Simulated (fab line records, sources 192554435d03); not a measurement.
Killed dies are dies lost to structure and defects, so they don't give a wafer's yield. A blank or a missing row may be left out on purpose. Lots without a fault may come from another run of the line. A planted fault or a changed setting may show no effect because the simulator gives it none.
fab line records | flow n5_finfet
record lots=7 wafers=39
route steps=1938 shown BEOL_M12@1602 MIM_BOT@1833 PASSIVATION@1910
start_h: hours from the record's first day to the start of the lot's first wafer shown | wait_h: hours since the lot's step before | " the same as in the row above | L1.1+2: a row that stands for several wafers | - no value, or no start given | * or withheld: withheld | < > ~ a bound
route shown NAME@n: a module of which the file shows steps, and the number in the route of the first | usual: mean/standard deviation of fault-free wafers | same: alike in all rows | chamber/n: place in a boat | sites: the reading at each site | _std_site: their standard deviation | _edge_site: outer sites' mean less inner sites' | radius_mm: how far each site lies from the wafer's centre | mask NAME#n: copy n | behind: the tool/chamber that last shaped the wafer | hold: why the lot was held/for how many hours/how that ended | device: the transistor (n, p or np) that didn't switch | end of line: the same wafers' tests at the end of the route | a step without rows: its recipe alone | killed: dies lost to structure and defects at the first sort, not the wafer's yield | map: a wafer's dies, x killed, . not, _ none there
set.NAME: the setting as run; set.NAME@STEP: as run at that earlier step | model.NAME: the simulator's own value behind a step, which no gauge read
lots whose settings were changed on purpose; a table a step, a row a wafer
## steps
# step N5_BEOL_M12_ILD_DEP_00
# recipe material=SiOC target_thk_a=6589.2 temp_c=350 precursor=DEMS/O2 pressure_torr=5 rf_w=500 time_s=130.7
# columns lot.wafer tool chamber start_h wait_h set.target_thk_a model.SiOC_of_BEOL_M12_ILD_DEP_00.thk_nm
L074.1 pecvd-01 1 248.60 0.0 6589.2 654.2
L074.2 " 2 " " 6589.2 657.2
L074.3 " 0 " " 5448 547.2
L074.4 " 1 " " 5448 551.2
L074.5 " 2 " " 6589.2 661.4
L074.6 " 0 " " 5448 547.6
L075.1 pecvd-02 1 253.28 0.0 6589.2 662.8
L075.4 " 1 " " 6589.2 675.6
L075.5 " 2 " " 6589.2 676
L080.1 pecvd-01 0 275.71 0.0 8190 816.6
L080.2 " 2 " " 6589.2 657.4
L080.3 " 1 " " 6589.2 652.2
L080.4 " 0 " " 8190 819.4
L080.5 " 1 " " 8190 823.2
L080.6 " 2 " " 6589.2 667.6
L084.1 pecvd-01 1 305.30 0.0 6589.2 642
L084.2 " 2 " " 9232 912.2
L084.3 " 0 " " 6589.2 648.6
L084.4 " 2 " " 9232 930.8
L084.5 " 0 " " 6589.2 662.4
L084.6 " 1 " " 9232 924
L087.1 pecvd-01 2 327.46 0.0 6589.2 652.8
L087.2 " 1 " " 6589.2 647
L087.3 " 2 " " 9201 924.6
L087.4 " 1 " " 9201 920.8
L087.5 " 1 " " 9201 923.8
L087.6 " 2 " " 6589.2 658.2
L088.1 pecvd-03 0 328.00 0.0 6589.2 652.4
L088.2 " 2 " " 6589.2 643.6
L088.3 " 1 " " 3382 345.6
L088.4 " 0 " " 6589.2 664.8
L088.5 " 1 " " 3382 351.8
L088.6 " 2 " " 3382 338.4
L091.1 pecvd-01 0 339.04 0.1 6589.2 645.8
L091.2 " 2 " " 4107 407.2
L091.3 " 1 " " 6589.2 651.6
L091.4 " 0 " " 6589.2 662.2
L091.5 " 2 " " 4107 405.4
L091.6 " 1 " " 4107 421.6
# step N5_BEOL_M12_THK_MEAS_01
# recipe reads=SiOC_of_BEOL_M12_ILD_DEP_00
# usual M12_ILD_THK=659/9
# columns lot.wafer tool chamber start_h wait_h set.target_thk_a@BEOL_M12_ILD_DEP_00 M12_ILD_THK[nm]
L074.1 film_metro-02 - 248.73 0.1 6589.2 654
L074.2 " - " " 6589.2 656
L074.3 " - " " 5448 547
L074.4 " - " " 5448 551
L074.5 " - " " 6589.2 661
L074.6 " - " " 5448 548
L075.1 film_metro-02 - 253.41 0.1 6589.2 663
L075.4 " - " " 6589.2 675
L075.5 " - " " 6589.2 676
L080.1 film_metro-02 - 275.84 0.1 8190 817
L080.2 " - " " 6589.2 658
L080.3 " - " " 6589.2 652
L080.4 " - " " 8190 819
L080.5 " - " " 8190 823
L080.6 " - " " 6589.2 668
L084.1 film_metro-02 - 305.43 0.1 6589.2 642
L084.2 " - " " 9232 913
L084.3 " - " " 6589.2 649
L084.4 " - " " 9232 931
L084.5 " - " " 6589.2 662
L084.6 " - " " 9232 924
L087.1 film_metro-01 - 327.64 0.1 6589.2 653
L087.2 " - " " 6589.2 646
L087.3 " - " " 9201 925
L087.4 " - " " 9201 921
L087.5 " - " " 9201 924
L087.6 " - " " 6589.2 658
L088.1 film_metro-01 - 328.13 0.1 6589.2 652
L088.2 " - " " 6589.2 644
L088.3 " - " " 3382 345
L088.4 " - " " 6589.2 664
L088.5 " - " " 3382 352
L088.6 " - " " 3382 338
L091.1 film_metro-01 - 339.17 0.1 6589.2 646
L091.2 " - " " 4107 407
L091.3 " - " " 6589.2 652
L091.4 " - " " 6589.2 662
L091.5 " - " " 4107 406
L091.6 " - " " 4107 422
# step N5_BEOL_M12_COAT_58
# recipe resist=BARC temp_c=205 time_s=60 spin_rpm=1500 resist_thk_nm=89
# step N5_BEOL_M12_COAT_04
# recipe spin_rpm=1625 resist_thk_nm=400
# step N5_BEOL_M12_DESCUM_15
# recipe chemistry=O2 time_s=7.9 source_power_w=50 bias_power_w=20 pressure_mtorr=20 rf_frequency_hz=2.712e+07 temp_c=40 o2_flow_sccm=225
# step N5_BEOL_M12_ETCH_59
# recipe chemistry=N2/H2 target=BARC target_depth_a=890 overetch_a=267 time_s=67.9 ion_energy_ev=200 pressure_mtorr=30 source_w=840 bias_w=150 n2_flow_sccm=200 h2_flow_sccm=200
# step N5_BEOL_M12_VIA_ETCH_16
# recipe chemistry=C4F8/O2/Ar target=SiOC pressure_mtorr=30 source_w=3000 bias_w=700 Ar_flow_sccm=400 C4F8_flow_sccm=15 O2_flow_sccm=8 he_inner_torr=15 he_outer_torr=30 target_depth_a=7248 time_s=withheld ion_energy_ev=250 ends=cleared
# columns lot.wafer tool chamber start_h wait_h set.target_thk_a@BEOL_M12_ILD_DEP_00 model.etch.depth_nm model.coat_of_BEOL_M12_COAT_04.thk_nm
L074.1 rie_diel-01 3 249.37 0.0 6589.2 654.2 122.8
L074.2 " 1 " " 6589.2 657.2 123.8
L074.3 " 2 " " 5448 547.1 152
L074.4 " 0 " " 5448 551.3 151.6
L074.5 " 1 " " 6589.2 661.4 123.4
L074.6 " 0 " " 5448 547.7 152.8
L075.1 rie_diel-01 2 254.03 0.0 6589.2 662.7 116.8
L075.4 " 3 " " 6589.2 675.6 116.8
L075.5 " 0 " " 6589.2 676 114.2
L080.1 rie_diel-01 3 276.32 0.0 8190 816.7 75.6
L080.2 " 1 " " 6589.2 657.4 126.2
L080.3 " 2 " " 6589.2 652.2 122.6
L080.4 " 0 " " 8190 819.5 73
L080.5 " 0 " " 8190 823.1 72
L080.6 " 1 " " 6589.2 667.6 124
L084.1 rie_diel-01 0 306.04 0.0 6589.2 642 126
L084.2 " 2 " " 9232 912.1 46.2
L084.3 " 1 " " 6589.2 648.7 128.2
L084.4 " 0 " " 9232 930.8 39.8
L084.5 " 2 " " 6589.2 662.3 120
L084.6 " 1 " " 9232 924 48.6
L087.1 rie_diel-01 2 328.12 0.0 6589.2 652.9 121.6
L087.2 " 0 " " 6589.2 647 124
L087.3 " 3 " " 9201 924.6 45
L087.4 " 1 " " 9201 920.8 49
L087.5 " 1 " " 9201 923.8 48.8
L087.6 " 0 " " 6589.2 658.1 120
L088.1 rie_diel-01 2 328.61 0.0 6589.2 652.5 123.8
L088.2 " 1 " " 6589.2 643.7 132
L088.3 " 3 " " 3382 345.5 217
L088.4 " 0 " " 6589.2 664.9 119.6
L088.5 " 1 " " 3382 351.9 218.4
L088.6 " 0 " " 3382 338.4 217.2
L091.1 rie_diel-01 0 339.67 0.0 6589.2 645.8 123.8
L091.2 " 3 " " 4107 407.1 195.8
L091.3 " 2 " " 6589.2 651.6 121.4
L091.4 " 1 " " 6589.2 662.1 123.6
L091.5 " 3 " " 4107 405.4 196.2
L091.6 " 0 " " 4107 421.6 188.8
# step N5_BEOL_M12_STRIP_63
# recipe chemistry=N2/H2 power_w=1000 temp_c=250 h2_frac=0.65 overash_fraction=0.3 pressure_mtorr=1000 n2_flow_sccm=1750 h2_flow_sccm=3250
# usual oes_product_au=0.692/0.0046 strip_time_to_endpoint_s=42.2/0.92
# columns lot.wafer tool chamber start_h wait_h set.target_thk_a@BEOL_M12_ILD_DEP_00 oes_product_au strip_time_to_endpoint_s
L074.1 plasma_asher-01 0 249.57 - 6589.2 0.691 42.5
L074.2 " 1 " " 6589.2 0.691 42.7
L074.3 " 1 " " 5448 0.707 50.2
L074.4 " 0 " " 5448 0.702 50.1
L074.5 " 1 " " 6589.2 0.701 42.6
L074.6 " 0 " " 5448 0.704 50.4
L075.1 plasma_asher-02 1 254.24 - 6589.2 0.696 40.8
L075.4 " 1 " " 6589.2 0.688 40.8
L075.5 " 1 " " 6589.2 0.690 40.1
L080.1 plasma_asher-01 1 276.52 - 8190 0.677 29.3
L080.2 " 0 " " 6589.2 0.692 43.3
L080.3 " 1 " " 6589.2 0.688 42.4
L080.4 " 0 " " 8190 0.671 28.5
L080.5 " 0 " " 8190 0.673 28.3
L080.6 " 1 " " 6589.2 0.692 42.7
L084.1 plasma_asher-02 1 306.24 - 6589.2 0.691 43.3
L084.2 " 0 " " 9232 0.654 20.4
L084.3 " 0 " " 6589.2 0.693 43.9
L084.4 " 1 " " 9232 0.653 18.4
L084.5 " 0 " " 6589.2 0.688 41.7
L084.6 " 1 " " 9232 0.668 21.2
L087.1 plasma_asher-01 0 328.32 - 6589.2 0.690 42.1
L087.2 " 1 " " 6589.2 0.693 42.8
L087.3 " 1 " " 9201 0.659 20.0
L087.4 " 0 " " 9201 0.663 21.3
L087.5 " 0 " " 9201 0.662 21.3
L087.6 " 1 " " 6589.2 0.690 41.7
L088.1 plasma_asher-02 0 328.81 - 6589.2 0.697 42.7
L088.2 " 1 " " 6589.2 0.701 44.9
L088.3 " 1 " " 3382 0.824 67.0
L088.4 " 0 " " 6589.2 0.694 41.6
L088.5 " 1 " " 3382 0.822 67.4
L088.6 " 0 " " 3382 0.817 67.1
L091.1 plasma_asher-02 0 339.87 - 6589.2 0.699 42.7
L091.2 " 1 " " 4107 0.765 61.6
L091.3 " 0 " " 6589.2 0.691 42.0
L091.4 " 1 " " 6589.2 0.693 42.6
L091.5 " 0 " " 4107 0.765 61.7
L091.6 " 1 " " 4107 0.750 59.7
# step N5_BEOL_M12_STRIP_64
# recipe chemistry=N2/H2 power_w=1000 temp_c=250 h2_frac=0.65 overash_fraction=0.3 pressure_mtorr=withheld n2_flow_sccm=1750 h2_flow_sccm=3250
# step N5_BEOL_M12_STRIP_71
# recipe chemistry=post_etch_residue_remover time_s=60 temp_c=25 remover_ph=withheld remover_water_wt_pct=withheld remover_fluoride_wt_pct=withheld
# step N5_BEOL_M12_STRIP_37
# recipe chemistry=N2/H2 power_w=1000 temp_c=250 h2_frac=0.65 overash_fraction=0.3 pressure_mtorr=withheld n2_flow_sccm=1750 h2_flow_sccm=3250
# step N5_BEOL_M12_ETCH_38
# recipe chemistry=CF4/N2 target=SiCN target_depth_a=687 taper_deg=2 time_s=73.4 ion_energy_ev=150 mask_material=SiO2 pressure_mtorr=40 source_w=430 bias_w=70 Ar_flow_sccm=100 cf4_flow_sccm=60 n2_flow_sccm=60
# columns lot.wafer tool chamber start_h wait_h set.target_thk_a@BEOL_M12_ILD_DEP_00 model.SiOC_of_BEOL_M12_ILD_DEP_00.thk_nm
L074.1 rie_diel-05 3 251.57 - 6589.2 601.6
L074.2 " 1 " " 6589.2 608.2
L074.3 " 2 " " 5448 495
L074.4 " 0 " " 5448 501.4
L074.5 " 1 " " 6589.2 612.4
L074.6 " 0 " " 5448 497.8
L075.1 rie_diel-05 2 257.61 - 6589.2 609.4
L075.4 " 0 " " 6589.2 625.4
L075.5 " 1 " " 6589.2 626.4
L080.1 rie_diel-05 3 282.73 - 8190 764.2
L080.2 " 0 " " 6589.2 608.2
L080.3 " 1 " " 6589.2 603.2
L080.4 " 2 " " 8190 766.8
L080.5 " 3 " " 8190 770.8
L080.6 " 0 " " 6589.2 618.4
L084.1 rie_diel-01 0 307.81 - 6589.2 591.2
L084.2 " 1 " " 9232 865
L084.3 " 2 " " 6589.2 596.6
L084.4 " 1 " " 9232 883.2
L084.5 " 2 " " 6589.2 610.4
L084.6 " 0 " " 9232 873.4
L087.1 rie_diel-03 1 331.43 - 6589.2 601.2
L087.2 " 0 " " 6589.2 596.6
L087.3 " 3 " " 9201 872.4
L087.4+5 " 2,3 " " 9201 872
L087.6 " 0 " " 6589.2 607.4
L088.1 rie_diel-01 3 331.65 - 6589.2 603
L088.2 " 1 " " 6589.2 596.4
L088.3 " 0 " " 3382 294
L088.4 " 0 " " 6589.2 613.4
L088.5 " 1 " " 3382 304.8
L088.6 " 3 " " 3382 288.8
L091.1 rie_diel-05 0 341.46 - 6589.2 596
L091.2 " 1 " " 4107 357.6
L091.3 " 3 " " 6589.2 599
L091.4 " 2 " " 6589.2 609.6
L091.5 " 3 " " 4107 352.8
L091.6 " 2 " " 4107 369.2
# step N5_MIM_BOT_SPUTTER_00
# recipe material=TiN target_thk_a=350 temp_c=200 power_w=3000 chamber_pressure_pa=0.49996 gas=Ar reactive_partial_pa=0.37997 time_s=89.7
# columns lot.wafer tool chamber start_h wait_h set.target_thk_a model.TiN_of_MIM_BOT_SPUTTER_00.thk_nm
L074.1 pvd_sputter-03 - 282.61 0.0 350 35.4
L074.2+6 " - " " 350 35
L074.3 " - " " 350 35.8
L074.4+5 " - " " 350 34.8
L075.1 pvd_sputter-03 - 288.27 0.0 350 35.6
L075.4 " - " " 350 35.2
L075.5 " - " " 350 35.4
L080.1 pvd_sputter-01 - 311.57 0.0 350 34.8
L080.2 " - " " 350 34.6
L080.3 " - " " 350 34.4
L080.4 " - " " 455.8 44.8
L080.5 " - " " 455.8 45
L080.6 " - " " 455.8 45.2
L084.1+3 pvd_sputter-01 - 331.63 0.0 350 34.4
L084.2 " - " " 350 34.2
L084.4+6 " - " " 503.4 49.8
L084.5 " - " " 503.4 50.2
L087.1 pvd_sputter-02 - 348.58 0.0 350 35
L087.2+5 " - " " 226.7 22.4
L087.3 " - " " 350 34.2
L087.4 " - " " 226.7 22.2
L087.6 " - " " 350 34.8
L088.1 pvd_sputter-03 - 354.37 0.0 350 35
L088.2 " - " " 350 35.2
L088.3 " - " " 350 35.4
L088.4+6 " - " " 350 36
L088.5 " - " " 350 35.6
L091.1 pvd_sputter-02 - 365.37 0.0 350 35
L091.2+3 " - " " 350 34.6
L091.4+5 " - " " 350 35.4
L091.6 " - " " 350 34.8
# step N5_PASSIVATION_ETCH_59
# recipe chemistry=Cl2/BCl3 target=TaN target_depth_a=650 time_s=34.9 ion_energy_ev=100 pressure_mtorr=10 icp_w=900 bias_w=100 Cl2_flow_sccm=60 bcl3_flow_sccm=30
# columns lot.wafer tool chamber start_h wait_h set.time_s model.etch.depth_nm
L074.1 rie_metal-02 1 289.92 0.3 55.83 111.4
L074.2 " 0 " " 55.83 99.78
L074.3 " 0 " " 55.83 98.97
L074.4 " 1 " " 34.9 69.62
L074.5 " 1 " " 34.9 70.05
L074.6 " 0 " " 34.9 62.34
L075.1 rie_metal-02 1 296.25 0.7 34.9 70.51
L075.4 " 1 " " 34.9 70.62
L075.5 " 1 " " 34.9 70.16
L080.1 rie_metal-01 0 319.71 0.3 34.9 64.14
L080.2 " 1 " " 28.62 56.77
L080.3 " 0 " " 34.9 64.19
L080.4 " 1 " " 34.9 68.71
L080.5 " 1 " " 28.62 56.83
L080.6 " 0 " " 28.62 52.57
L084.1 rie_metal-01 1 338.34 0.3 34.9 68.69
L084.2 " 0 " " 34.9 62.5
L084.3 " 1 " " 47.54 93.73
L084.4 " 0 " " 34.9 62.8
L084.5 " 1 " " 47.54 93.58
L084.6 " 0 " " 47.54 85.52
L088.1 rie_metal-03 0 361.37 0.3 23.02 45.11
L088.2 " 1 " " 34.9 67.76
L088.3 " 1 " " 23.02 44.62
L088.4 " 0 " " 23.02 45.12
L088.5 " 1 " " 34.9 67.88
L088.6 " 0 " " 34.9 67.57
L087.1 rie_metal-01 0 361.93 0.7 34.9 63.91
L087.2 " 0 " " 49.28 89.51
L087.3 " 0 " " 49.28 89.35
L087.4 " 0 " " 34.9 63.24
L087.5 " 0 " " 49.28 90.18
L087.6 " 0 " " 34.9 63.74
L091.1 rie_metal-01 1 374.76 0.4 34.9 67.79
L091.2 " 0 " " 34.9 62.71
L091.3 " 1 " " 34.9 68.13
L091.4 " 0 " " 34.9 62.52
L091.5 " 1 " " 34.9 67.73
L091.6 " 0 " " 34.9 62.83
## key
split step=N5_BEOL_M12_ILD_DEP_00 setting=target_thk_a stated=6589.2 by=wafer
response step=N5_BEOL_M12_ILD_DEP_00 reading=model.SiOC_of_BEOL_M12_ILD_DEP_00.thk_nm change=+6.55 per=1% r=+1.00
response step=N5_BEOL_M12_THK_MEAS_01 reading=M12_ILD_THK change=+6.55 per=1% r=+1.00
response step=N5_BEOL_M12_VIA_ETCH_16 reading=model.etch.depth_nm change=+6.55 per=1% r=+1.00
response step=N5_BEOL_M12_VIA_ETCH_16 reading=model.coat_of_BEOL_M12_COAT_04.thk_nm change=-1.91 per=1% r=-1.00
response step=N5_BEOL_M12_STRIP_63 reading=oes_product_au change=-0.00147 per=1% r=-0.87
response step=N5_BEOL_M12_STRIP_63 reading=strip_time_to_endpoint_s change=* per=1% r=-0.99
response step=N5_BEOL_M12_ETCH_38 reading=model.SiOC_of_BEOL_M12_ILD_DEP_00.thk_nm change=+6.56 per=1% r=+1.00
split step=N5_MIM_BOT_SPUTTER_00 setting=target_thk_a stated=350 by=wafer
response step=N5_MIM_BOT_SPUTTER_00 reading=model.TiN_of_MIM_BOT_SPUTTER_00.thk_nm change=+0.351 per=1% r=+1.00
split step=N5_PASSIVATION_ETCH_59 setting=time_s stated=34.9 by=wafer
response step=N5_PASSIVATION_ETCH_59 reading=model.etch.depth_nm change=+0.637 per=1% r=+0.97
